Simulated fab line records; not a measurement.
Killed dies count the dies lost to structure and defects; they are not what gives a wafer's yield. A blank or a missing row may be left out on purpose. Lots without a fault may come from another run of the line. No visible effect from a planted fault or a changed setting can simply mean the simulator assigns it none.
fab line records -- flow n5-finfet
record: lots: 7, wafers: 18, last-day: 17
route steps=1938 shown BEOL_M1@767 BEOL_M4@1111 PASSIVATION@1936
lots that met no fault: taken from a fault-free run of the same line
start-h: hours from the record's first day to the start of the lot's first wafer shown -- wait-h: how many hours have passed since the lot's step before this one -- " as in the row above -- L1.1+2: a single row standing in for several wafers -- - no value present, or no start provided -- * or withheld: withheld -- < > ~ a bound
route shown NAME@n: names a module that has steps shown in the file, with the first one's number in the route -- usual: mean/standard deviation of fault-free wafers -- same: alike in all rows -- chamber/n: place in a boat -- sites: readings site by site -- _std_site: the values' standard deviation -- _edge_site: mean of outer sites minus mean of inner sites -- radius-mm: for every site, how far away it sits from the centre of the wafer -- mask NAME#n: copy n -- behind: the most recent tool/chamber to have shaped the wafer -- hold: why the lot went on hold/how many hours it stayed there/how the hold came to an end -- device: the n, p or np transistor that did not switch -- end of line: at the end of the route, the tests of the same wafers -- where a step has no rows: the recipe by itself -- killed: dies that structure and defects cost at the first sort, which is not the same as the wafer's yield -- map: per-die view of a wafer (x killed, . not killed, _ where there is no die)
set.NAME: the setting as run; set.NAME@STEP: as run at that earlier step -- model.NAME: the simulator's own value behind a step, which no gauge read
lots at some steps of the route; a table a step, a row a wafer
services: from which hour (start-h, from the record's first day; less than 0 if before it) a tool's chamber was out of use, for how many hours, and why
== steps ==
step: N5_BEOL_M1_DESCUM_16
recipe: chemistry: O2, time-s: 7, source-power-w: 50, bias-power-w: 20, pressure-mtorr: 20, rf-frequency-hz: 2.712e+07, temp-c: 40, resist: CAR-EUV, o2-flow-sccm: 225
usual: drypump-motor-current-A: 5.6/0.37, oes-product-au: 0.77/0.09, rf-vpp-V: 242.9/1.5, showerhead-plenum-p-Torr: 2.07/0.079, throttle-valve-pct: 20.38/0.26
lot.wafer,tool,chamber,start-h,wait-h,drypump-motor-current-A,oes-product-au,rf-hours-counter-h,rf-vpp-V,showerhead-plenum-p-Torr,throttle-valve-pct
L524.1,rie-diel-02,3,130.73,0.0,6.2,0.69,223,242.7,2.00,20.72
L524.3,rie-diel-02,1,130.73,0.0,5.8,0.67,237,242.3,2.06,20.12
L524.4,rie-diel-02,0,130.73,0.0,5.3,0.90,20,243.5,2.14,20.17
L533.1,rie-diel-05,0,185.34,0.4,5.5,0.74,160,241.2,2.01,20.65
L533.3,rie-diel-05,2,185.34,0.4,5.2,0.68,233,244.6,2.17,21.04
L533.5,rie-diel-05,3,185.34,0.4,5.8,0.73,-,242.4,1.97,20.42
L534.1,rie-diel-03,0,197.62,0.3,5.9,0.79,126,242.2,2.02,20.37
L534.3,rie-diel-03,1,197.62,0.3,5.0,0.72,201,241.9,2.00,20.49
L534.5,rie-diel-03,1,197.62,0.3,5.0,0.72,-,240.0,2.00,20.49
L537.3,rie-diel-03,1,208.27,0.1,5.0,0.73,204,243.1,2.00,20.50
L537.5,rie-diel-03,1,208.27,0.1,5.0,0.72,-,241.7,2.00,20.51
L540.5,rie-diel-03,1,232.65,0.2,5.0,0.72,-,242.3,1.99,20.49
L540.6,rie-diel-03,0,232.65,0.2,5.9,0.77,-,240.9,2.01,20.38
L541.5,rie-diel-02,0,244.20,0.3,5.3,0.84,-,243.7,2.12,20.21
L541.6,rie-diel-02,3,244.20,0.3,6.2,0.95,-,245.1,2.25,20.51
L545.1,rie-diel-02,1,262.45,0.3,5.8,0.91,22,242.1,2.05,19.80
L545.2,rie-diel-02,3,262.45,0.3,6.2,0.94,11,246.0,2.25,20.50
L545.3,rie-diel-02,0,262.45,0.3,5.3,0.82,67,244.5,2.12,20.24
step: N5_BEOL_M1_ETCH_74
recipe: chemistry: N2/H2, target: underlayer, target-depth-a: 65, mask-material: CAR-EUV, time-s: 5.2, ion-energy-ev: 200, pressure-mtorr: 30, source-w: 840, bias-w: 150, n2-flow-sccm: 200, h2-flow-sccm: 200, ends: cleared
usual: bias-w: 149.9/0.45, drypump-motor-current-A: 5.6/0.37, etch-rf-on-time-s: 5.23/0.14, n2-flow-sccm: 200.1/1.4, oes-product-au: 0.66/0.079, rf-vpp-V: 523/3, showerhead-plenum-p-Torr: 2.52/0.097, throttle-valve-pct: 17.8/0.31
lot.wafer,tool,chamber,start-h,wait-h,bias-w,drypump-motor-current-A,etch-rf-on-time-s,n2-flow-sccm,oes-product-au,rf-hours-counter-h,rf-vpp-V,showerhead-plenum-p-Torr,throttle-valve-pct
L524.1,rie-diel-02,3,130.77,0.0,150.5,6.2,5.35,200.8,0.59,223,520,2.41,18.1
L524.3,rie-diel-02,1,130.77,0.0,149.9,5.9,5.33,199.8,0.58,237,523,2.50,17.5
L524.4,rie-diel-02,0,130.77,0.0,149.7,5.3,5.11,199.8,0.77,20,526,2.59,17.6
L533.1,rie-diel-05,0,185.37,0.0,149.7,5.5,5.10,199.5,0.63,160,523,2.45,18.2
L533.3,rie-diel-05,2,185.37,0.0,150.4,5.2,5.25,199.0,0.57,233,525,2.61,18.4
L533.5,rie-diel-05,3,185.37,0.0,150.6,5.8,5.42,199.4,0.61,-,521,2.43,18.0
L534.1,rie-diel-03,0,197.66,0.0,150.6,5.9,4.99,199.8,0.69,126,521,2.42,17.6
L534.3,rie-diel-03,1,197.66,0.0,149.6,5.0,5.36,200.6,0.60,201,519,2.41,17.9
L534.5,rie-diel-03,1,197.66,0.0,149.6,5.0,5.28,200.1,0.61,-,522,2.41,17.9
L537.3,rie-diel-03,1,208.31,0.0,149.8,5.0,5.34,200.1,0.60,204,519,2.41,17.9
L537.5,rie-diel-03,1,208.31,0.0,149.5,5.0,5.32,199.0,0.60,-,520,2.41,17.9
L540.5,rie-diel-03,1,232.68,0.0,149.9,5.0,5.33,200.2,0.61,-,519,2.41,17.9
L540.6,rie-diel-03,0,232.68,0.0,149.3,5.9,4.98,200.0,0.67,-,522,2.42,17.6
L541.5,rie-diel-02,0,244.22,0.0,149.7,5.3,5.11,199.6,0.70,-,526,2.58,17.7
L541.6,rie-diel-02,3,244.22,0.0,149.5,6.2,5.13,201.1,0.80,-,526,2.71,17.8
L545.1,rie-diel-02,1,262.49,0.0,149.4,5.8,5.14,199.7,0.77,22,524,2.48,17.2
L545.2,rie-diel-02,3,262.49,0.0,149.8,6.2,5.18,199.7,0.79,11,530,2.71,17.8
L545.3,rie-diel-02,0,262.49,0.0,150.7,5.3,5.18,199.4,0.69,67,526,2.57,17.7
step: N5_BEOL_M1_ETCH_63
recipe: chemistry: CF4, target: SiARC, target-depth-a: 156, mask-material: CAR-EUV, time-s: 26, ion-energy-ev: 80, pressure-mtorr: 40, source-w: 545, bias-w: 36, Ar_flow_sccm: 100, cf4-flow-sccm: 100, ends: cleared
usual: bias-w: 36.01/0.11, drypump-motor-current-A: 5.6/0.37, etch-rf-on-time-s: 26.1/0.69, oes-product-au: 0.66/0.077, rf-vpp-V: 184.0/1.3, showerhead-plenum-p-Torr: 2.12/0.076, throttle-valve-pct: 15.58/0.24
lot.wafer,tool,chamber,start-h,wait-h,bias-w,drypump-motor-current-A,etch-rf-on-time-s,oes-product-au,rf-hours-counter-h,rf-vpp-V,showerhead-plenum-p-Torr,throttle-valve-pct
L524.1,rie-diel-02,3,130.78,0.0,36.17,6.2,26.8,0.58,223,182.9,2.03,15.82
L524.3,rie-diel-02,1,130.78,0.0,36.08,5.9,27.0,0.58,237,184.4,2.11,15.44
L524.4,rie-diel-02,0,130.78,0.0,36.00,5.3,25.9,0.76,20,184.0,2.19,15.39
L533.1,rie-diel-05,0,185.39,0.0,35.89,5.4,25.7,0.63,160,182.7,2.05,15.75
L533.3,rie-diel-05,2,185.39,0.0,36.00,5.2,26.6,0.57,233,183.0,2.18,16.06
L533.5,rie-diel-05,3,185.39,0.0,36.22,5.8,27.2,0.61,-,183.1,2.05,15.85
L534.1,rie-diel-03,0,197.68,0.0,35.84,5.9,25.1,0.68,126,183.2,2.06,15.56
L534.3,rie-diel-03,1,197.68,0.0,36.09,5.0,27.0,0.61,201,182.8,2.03,15.53
L534.5,rie-diel-03,1,197.68,0.0,36.20,5.0,26.7,0.61,-,182.4,2.03,15.54
L537.3,rie-diel-03,1,208.33,0.0,36.07,5.0,26.4,0.61,204,183.3,2.03,15.57
L537.5,rie-diel-03,1,208.33,0.0,35.86,5.0,26.4,0.61,-,181.2,2.03,15.55
L540.5,rie-diel-03,1,232.70,0.0,36.07,5.0,26.4,0.61,-,183.7,2.02,15.56
L540.6,rie-diel-03,0,232.70,0.0,36.00,5.9,24.7,0.68,-,184.0,2.06,15.58
L541.5,rie-diel-02,0,244.25,0.0,35.84,5.3,25.8,0.70,-,184.9,2.18,15.46
L541.6,rie-diel-02,3,244.25,0.0,35.80,6.2,25.9,0.80,-,186.6,2.28,15.41
L545.1,rie-diel-02,1,262.50,0.0,35.95,5.9,26.2,0.77,22,182.9,2.10,15.03
L545.2,rie-diel-02,3,262.50,0.0,35.91,6.2,26.0,0.78,11,185.0,2.27,15.41
L545.3,rie-diel-02,0,262.50,0.0,36.06,5.3,25.9,0.71,67,185.0,2.18,15.46
step: N5_BEOL_M1_ETCH_64
recipe: chemistry: N2/H2, target: SOC, target-depth-a: 750, overetch-a: 150, mask-material: SiARC, temp-c: 40, time-s: 112.5, ion-energy-ev: 200, pressure-mtorr: 30, source-w: 840, bias-w: 150, n2-flow-sccm: 200, h2-flow-sccm: 200
usual: bias-w: 150.0/0.45, drypump-motor-current-A: 5.6/0.37, n2-flow-sccm: 199.9/0.55, oes-product-au: 0.61/0.066, rf-vpp-V: 523.2/2.7, showerhead-plenum-p-Torr: 2.52/0.097, throttle-valve-pct: 17.8/0.31
lot.wafer,tool,chamber,start-h,wait-h,bias-w,drypump-motor-current-A,n2-flow-sccm,oes-product-au,rf-hours-counter-h,rf-vpp-V,showerhead-plenum-p-Torr,throttle-valve-pct
L524.1,rie-diel-02,3,130.81,0.0,149.5,6.2,199.6,0.55,223,519.9,2.41,18.1
L524.3,rie-diel-02,1,130.81,0.0,149.8,5.9,199.6,0.54,237,523.7,2.50,17.5
L524.4,rie-diel-02,0,130.81,0.0,149.9,5.3,200.3,0.70,20,525.8,2.59,17.6
L533.1,rie-diel-05,0,185.42,0.0,150.0,5.5,200.1,0.57,160,521.5,2.45,18.2
L533.3,rie-diel-05,2,185.42,0.0,150.4,5.2,199.8,0.54,233,525.0,2.61,18.3
L533.5,rie-diel-05,3,185.42,0.0,150.0,5.8,199.4,0.58,-,521.4,2.43,18.0
L534.1,rie-diel-03,0,197.70,0.0,150.4,5.9,200.2,0.62,126,521.0,2.42,17.6
L534.3,rie-diel-03,1,197.70,0.0,150.2,5.0,199.7,0.57,201,520.5,2.41,17.8
L534.5,rie-diel-03,1,197.70,0.0,151.5,5.0,200.2,0.57,-,520.2,2.41,17.8
L537.3,rie-diel-03,1,208.35,0.0,149.5,5.0,198.8,0.57,204,520.7,2.41,17.9
L537.5,rie-diel-03,1,208.35,0.0,149.8,5.0,198.9,0.57,-,520.5,2.41,17.9
L540.5,rie-diel-03,1,232.77,0.1,150.7,5.0,200.0,0.56,-,519.1,2.41,17.9
L540.6,rie-diel-03,0,232.77,0.1,150.0,5.9,199.9,0.62,-,521.7,2.42,17.5
L541.5,rie-diel-02,0,244.31,0.1,150.3,5.3,199.9,0.65,-,524.9,2.58,17.6
L541.6,rie-diel-02,3,244.31,0.1,150.5,6.2,199.9,0.74,-,529.9,2.71,17.8
L545.1,rie-diel-02,1,262.53,0.0,149.9,5.9,199.9,0.73,22,521.6,2.48,17.1
L545.2,rie-diel-02,3,262.53,0.0,150.2,6.2,199.4,0.73,11,528.2,2.71,17.8
L545.3,rie-diel-02,0,262.53,0.0,150.4,5.3,199.7,0.65,67,524.1,2.57,17.6
step: N5_BEOL_M1_STRIP_65
recipe: chemistry: N2/H2, temp-c: 40, n2-flow-sccm: 200, h2-flow-sccm: 200, rf-frequency-hz: 6e+07
step: N5_BEOL_M1_STRIP_75
recipe: chemistry: N2/H2, temp-c: 40, n2-flow-sccm: 200, h2-flow-sccm: 200, rf-frequency-hz: 6e+07
step: N5_BEOL_M1_STRIP_66
recipe: chemistry: CF4, resist: SiARC, power-w: 300, bias-power-w: 75, pressure-mtorr: 50, cf4-flow-sccm: 150, rf-frequency-hz: 6e+07
usual: drypump-motor-current-A: 5.6/0.37, oes-product-au: 0.76/0.082, power-w: 299.9/0.83, rf-vpp-V: 270.8/1.5, showerhead-plenum-p-Torr: 1.77/0.063, throttle-valve-pct: 13.55/0.26
lot.wafer,tool,chamber,start-h,wait-h,drypump-motor-current-A,oes-product-au,power-w,rf-hours-counter-h,rf-vpp-V,showerhead-plenum-p-Torr,throttle-valve-pct
L524.1,rie-diel-02,3,130.94,0.0,6.2,0.69,299.5,223,269.2,1.71,13.83
L524.3,rie-diel-02,1,130.94,0.0,5.9,0.68,299.5,237,270.3,1.77,13.45
L524.4,rie-diel-02,0,130.94,0.0,5.3,0.87,298.8,20,269.4,1.84,13.33
L533.1,rie-diel-05,0,185.54,0.0,5.4,0.72,300.6,160,268.1,1.71,13.68
L533.3,rie-diel-05,2,185.54,0.0,5.3,0.67,300.4,233,272.3,1.83,14.07
L533.5,rie-diel-05,3,185.54,0.0,5.8,0.74,299.6,-,270.5,1.72,13.83
L534.1,rie-diel-03,0,197.83,0.0,5.9,0.78,300.0,126,269.5,1.73,13.53
L534.3,rie-diel-03,1,197.83,0.0,5.0,0.72,300.3,201,268.7,1.69,13.53
L534.5,rie-diel-03,1,197.83,0.0,5.0,0.72,300.3,-,270.0,1.69,13.54
L537.3,rie-diel-03,1,208.48,0.0,5.0,0.72,299.3,204,269.0,1.69,13.54
L537.5,rie-diel-03,1,208.48,0.0,5.0,0.72,299.1,-,270.7,1.69,13.54
L540.5,rie-diel-03,1,232.85,0.0,5.0,0.71,299.4,-,269.9,1.69,13.57
L540.6,rie-diel-03,0,232.85,0.0,5.9,0.76,300.9,-,270.4,1.72,13.57
L541.5,rie-diel-02,0,244.40,0.0,5.3,0.82,300.9,-,270.6,1.83,13.42
L541.6,rie-diel-02,3,244.40,0.0,6.2,0.93,299.3,-,272.9,1.91,13.36
L545.1,rie-diel-02,1,262.66,0.0,5.9,0.89,300.3,22,271.2,1.76,12.97
L545.2,rie-diel-02,3,262.66,0.0,6.2,0.91,299.1,11,273.7,1.91,13.39
L545.3,rie-diel-02,0,262.66,0.0,5.3,0.81,299.1,67,272.6,1.82,13.42
step: N5_BEOL_M1_HM_OPEN_17
recipe: chemistry: Cl2/BCl3, target-depth-a: 200, overetch-a: 60, target: TiN, mask-material: SOC, ion-energy-ev: 150, pressure-mtorr: 10, icp-w: 1000, bias-w: 126, Cl2_flow_sccm: 53.25, bcl3-flow-sccm: 21.75, Ar_flow_sccm: 25
step: N5_BEOL_M1_STRIP_19
recipe: chemistry: O2, power-w: 400, temp-c: 40, pressure-mtorr: 30, rf-frequency-hz: 6e+07, bias-power-w: 0, overash-fraction: 0.2, o2-flow-sccm: 225
step: N5_BEOL_M1_CD_MEAS_18
recipe: pitch-nm: 36, target-cd-nm: 18
usual: cd-nm: 18.1/0.36
lot.wafer,tool,chamber,start-h,wait-h,cd-nm
L524.1,cd-sem-03,-,131.16,0.0,18.7
L524.3,cd-sem-03,-,131.16,0.0,18.6
L524.4,cd-sem-03,-,131.16,0.0,18.5
L533.1,cd-sem-01,-,185.89,0.0,17.8
L533.3,cd-sem-01,-,185.89,0.0,17.6
L533.5,cd-sem-01,-,185.89,0.0,17.7
L534.1,cd-sem-01,-,198.05,0.0,18.2
L534.3,cd-sem-01,-,198.05,0.0,18.1
L534.5,cd-sem-01,-,198.05,0.0,18.5
L537.3,cd-sem-02,-,208.71,0.1,17.5
L537.5,cd-sem-02,-,208.71,0.1,17.8
L540.5,cd-sem-02,-,233.07,0.0,18.2
L540.6,cd-sem-02,-,233.07,0.0,17.8
L541.5,cd-sem-02,-,244.69,0.0,17.8
L541.6,cd-sem-02,-,244.69,0.0,18.1
L545.1,cd-sem-01,-,262.90,0.0,18.3
L545.2,cd-sem-01,-,262.90,0.0,18.3
L545.3,cd-sem-01,-,262.90,0.0,18.5
step: N5_BEOL_M1_COAT_67
recipe: resist: SOC, temp-c: 250, time-s: 60, spin-rpm: 1500, resist-thk-nm: 60
step: N5_BEOL_M1_COAT_68
recipe: resist: SiARC, temp-c: 220, time-s: 60, spin-rpm: 1500, resist-thk-nm: 12
step: N5_BEOL_M1_COAT_76
recipe: resist: underlayer, temp-c: 205, time-s: 60, spin-rpm: 1500, resist-thk-nm: 5
usual: chill-plate-temp-C: 22.98/0.1, dispense-pressure-kPa: 51.5/1.2, heater-power-total-W: 391.9/1.3, run-length-s: 66.30/0.1
lot.wafer,tool,chamber,start-h,wait-h,chill-plate-temp-C,dispense-pressure-kPa,heater-power-total-W,run-length-s
L524.1,litho-track-02,0,131.20,-,23.05,52.5,391.0,66.50
L524.3,litho-track-02,0,131.20,-,23.03,52.5,390.7,66.34
L524.4,litho-track-02,0,131.20,-,22.88,52.5,392.2,66.46
L533.1,litho-track-01,0,185.93,-,23.08,50.2,393.8,66.30
L533.3,litho-track-01,0,185.93,-,22.88,50.2,393.5,66.40
L533.5,litho-track-01,0,185.93,-,22.93,50.2,393.0,66.28
L534.1,litho-track-02,0,198.10,-,23.09,52.5,391.5,66.44
L534.3,litho-track-02,0,198.10,-,23.04,52.5,390.3,66.27
L534.5,litho-track-02,0,198.10,-,23.06,52.5,390.3,66.33
L537.3,litho-track-01,0,208.74,-,22.96,50.2,465.1,51.09
L537.5,litho-track-01,0,208.74,-,23.00,50.2,467.9,51.02
L540.5,litho-track-01,0,233.11,-,22.94,50.2,466.7,51.16
L540.6,litho-track-01,0,233.11,-,22.86,50.2,391.1,66.11
L541.5,litho-track-01,0,244.73,-,23.08,50.2,470.0,51.03
L541.6,litho-track-01,0,244.73,-,22.76,50.2,391.2,66.18
L545.1,litho-track-02,0,262.94,-,23.03,52.5,393.7,66.22
L545.2,litho-track-02,0,262.94,-,23.14,52.6,392.4,66.32
L545.3,litho-track-02,0,262.94,-,23.01,52.5,391.9,66.24
step: N5_BEOL_M1_COAT_22
recipe: resist: CAR-EUV, spin-rpm: 1500, resist-thk-nm: 30
step: N5_BEOL_M4_RC_MEAS_101
usual: DIBL_N: 36.6/1.8, DIBL_P: 37.1/2.1, IOFF_N: 0.17/0.033, IOFF_P: 0.23/0.039, ION_N: 681/13, ION_P: 467/8.7, SS_N: 71.6/0.59, SS_P: 73.4/0.63, VT_N: 249/3.4, VT_P: -249/3.7
lot.wafer,tool,chamber,start-h,wait-h,DIBL_N[mV/V],DIBL_P[mV/V],IOFF_N[nA/um],IOFF_P[nA/um],ION_N[uA/um],ION_P[uA/um],SS_N[mV/dec],SS_P[mV/dec],VT_N[mV],VT_P[mV]
L524.1,prober-01,0,183.92,0.0,38.1,39.0,0.16,0.23,659,460,71.5,73.0,253,-252
L524.3,prober-01,0,183.92,0.0,35.8,37.4,0.14,0.20,675,467,71.2,73.0,251,-251
L524.4,prober-01,0,183.92,0.0,36.7,37.9,0.16,0.20,686,467,70.9,73.1,249,-251
L533.1,prober-02,0,224.01,0.0,35.3,36.9,0.18,0.24,695,473,71.2,74.2,243,-246
L533.3,prober-02,0,224.01,0.0,37.1,39.1,0.21,0.29,684,472,71.9,73.8,246,-244
L533.5,prober-02,0,224.01,0.0,37.2,39.1,0.22,0.28,699,480,72.2,74.5,244,-244
L534.1,prober-02,0,244.37,0.1,35.6,36.9,0.16,0.25,679,470,71.5,74.0,248,-245
L534.3,prober-02,0,244.37,0.1,33.0,34.5,0.12,0.21,666,470,70.5,73.2,250,-246
L534.5,prober-02,0,244.37,0.1,35.6,37.3,0.16,0.26,689,474,71.4,73.5,249,-243
L537.3,prober-02,0,261.83,0.3,35.7,36.4,0.15,0.20,674,467,72.1,73.6,250,-250
L537.5,prober-02,0,261.83,0.3,36.8,37.5,0.17,0.23,675,463,72.3,73.0,249,-251
L540.5,prober-01,0,286.31,0.6,38.7,36.2,0.18,0.23,688,466,71.5,73.0,250,-248
L540.6,prober-01,0,286.31,0.6,39.8,38.1,0.21,0.26,697,475,71.9,74.0,244,-246
L541.5,prober-02,0,287.98,0.6,39.2,41.8,0.25,0.34,701,482,72.3,74.6,244,-244
L541.6,prober-02,0,287.98,0.6,36.5,37.5,0.17,0.24,691,474,71.5,73.7,246,-246
L545.1,prober-01,0,299.88,0.0,36.6,35.5,0.17,0.22,682,470,71.4,74.1,249,-248
L545.2,prober-01,0,299.88,0.0,37.6,37.3,0.19,0.25,701,475,71.9,74.0,245,-249
L545.3,prober-01,0,299.88,0.0,34.7,33.3,0.13,0.18,672,464,70.5,73.4,251,-252
step: N5_PASSIVATION_PROBE_49
usual: defect-limited-yield: 91.1/1.4, killed_at_M0_to_M3: 32/9.4, killed_at_M4_up: 14/5.1, killed-at-contacts: 11/5.5, killed-at-front-end: 44/13, killed-at-other: 4/3.2, killed-dies: 104/16, killed-open: 70/12, killed-short: 33/7.8, sort_bin_5_function: 5.1/0.91, sort_bin_6_memory: 3.4/0.63, sort-n-pass: 1075/16, sort-yield-pct: 91.2/1.4
same: gross-dies: 1180, killed-at-back-side: 0, sort_bin_4_leakage[%]: 0, sort_bin_8_speed[%]: 0
lot.wafer,tool,chamber,start-h,wait-h,defect-limited-yield[%],killed_at_M0_to_M3,killed_at_M4_up,killed-at-contacts,killed-at-front-end,killed-at-other,killed-dies,killed-open,killed-short,sort_bin_5_function[%],sort_bin_6_memory[%],sort-n-pass,sort-yield-pct[%]
L524.1,prober-01,-,287.92,0.0,90.9,37,12,7,46,5,107,72,35,6.1,2.8,1073,90.9
L524.3,prober-01,-,288.02,0.1,90.9,41,6,5,49,6,107,77,30,5.5,3.3,1073,90.9
L524.4,prober-01,-,288.07,0.2,90.8,50,7,11,36,4,108,65,43,5.3,3.3,1072,90.8
L541.5,prober-01,-,396.50,0.2,88.0,24,22,23,65,8,142,99,40,6.5,5.1,1038,88.0
L541.6,prober-01,-,396.55,0.3,88.5,43,6,17,60,10,136,81,48,6.1,4.2,1044,88.5
killed by level:class
L524.1 FIN_SAQP:geometric-particle:short=12 STI_FIN_REVEAL:geometric-particle:open=10 BEOL_M0_SAQP:geometric-particle:short=9 BEOL_M0_SAQP:geometric-particle:open=8 FIN_SAQP:geometric-particle:open=7 MOL_CONTACT_COAG:geometric-particle:open=6 BEOL_M3:geometric-particle:open=6 BEOL_M4:geometric-particle:open=5
L524.3 BEOL_M3:geometric-particle:open=15 STI_FIN_REVEAL:geometric-particle:open=11 FIN_SAQP:geometric-particle:open=7 STI_FIN_REVEAL:geometric-particle:short=7 DUMMY_GATE:geometric-particle:open=7 BEOL_M1:geometric-particle:open=7 BEOL_M0_SAQP:geometric-particle:open=6 FIN_SAQP:geometric-particle:short=4
L524.4 BEOL_M3:geometric-particle:open=18 GATE_CUT:geometric-particle:short=10 BEOL_M0_SAQP:geometric-particle:open=10 FIN_SAQP:geometric-particle:short=7 MOL_CONTACT_COAG:geometric-particle:open=7 BEOL_M0_SAQP:geometric-particle:short=7 BEOL_M2:geometric-particle:open=5 BEOL_M1:geometric-particle:open=5
L541.5 MOL_CONTACT_COAG:geometric-particle:open=22 STI_FIN_REVEAL:geometric-particle:open=16 FIN_SAQP:geometric-particle:open=15 FIN_SAQP:geometric-particle:short=10 BEOL_M4:geometric-particle:open=9 BEOL_M2:geometric-particle:open=8 GATE_CUT:geometric-particle:short=7 BEOL_M0_SAQP:geometric-particle:short=5
L541.6 FIN_SAQP:geometric-particle:open=14 FIN_SAQP:geometric-particle:short=13 MOL_CONTACT_COAG:geometric-particle:open=11 STI_FIN_REVEAL:geometric-particle:open=9 BEOL_M2:geometric-particle:open=9 BEOL_M1:geometric-particle:open=8 BEOL_M0_SAQP:geometric-particle:open=7 HKMG_FIN:area-etch=7
== services ==
tool,chamber,start-h,hours,kind
rie-diel-03,2,110.10,2.5,repair
rie-diel-03,2,125.63,4.1,repair
rie-diel-02,1,146.26,4.1,repair
rie-diel-05,1,177.00,-,clean
rie-diel-05,1,177.00,-,consumable-replace:focus-ring
rie-diel-05,1,177.00,-,consumable-replace:showerhead
rie-diel-05,1,177.00,19.3,scheduled-down
rie-diel-05,1,177.00,19.3,vent-cycle
rie-diel-02,1,180.96,-,clean
rie-diel-02,1,180.96,-,consumable-replace:focus-ring
rie-diel-02,1,180.96,15.2,scheduled-down
rie-diel-02,1,180.96,15.2,vent-cycle
rie-diel-02,3,207.76,-,clean
rie-diel-02,3,207.76,-,consumable-replace:focus-ring
rie-diel-02,3,207.76,-,consumable-replace:showerhead
rie-diel-02,2,216.74,15.8,repair
rie-diel-05,2,231.02,-,clean
rie-diel-05,2,231.02,-,consumable-replace:focus-ring
rie-diel-05,2,231.02,16.6,scheduled-down
rie-diel-05,2,231.02,16.6,vent-cycle
rie-diel-02,2,241.45,6.8,repair
rie-diel-03,3,260.48,12.1,repair
== key ==
first-sign: step: N5_BEOL_M1_COAT_76, reading: run-length-s, direction: down, sigmas: 99+, usual: *, struck: *
effect: step: N5_BEOL_M1_COAT_76, reading: heater-power-total-W, direction: up, sigmas: 57, usual: *, struck: *
met-at N5_BEOL_M1_COAT_76
struck-wafers L537.3,L537.5,L540.5,L541.5
onset-between 185.93 208.74
fault: kind: process-parameter-drift, tool: litho-track-01, chamber: -, onset-h: 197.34, steps: N5_BEOL_M1_COAT_76, channel: time-s, offset: *, shape: step, end-h: 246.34, scope: struck-wafers-only, acts-in: *, stated: *
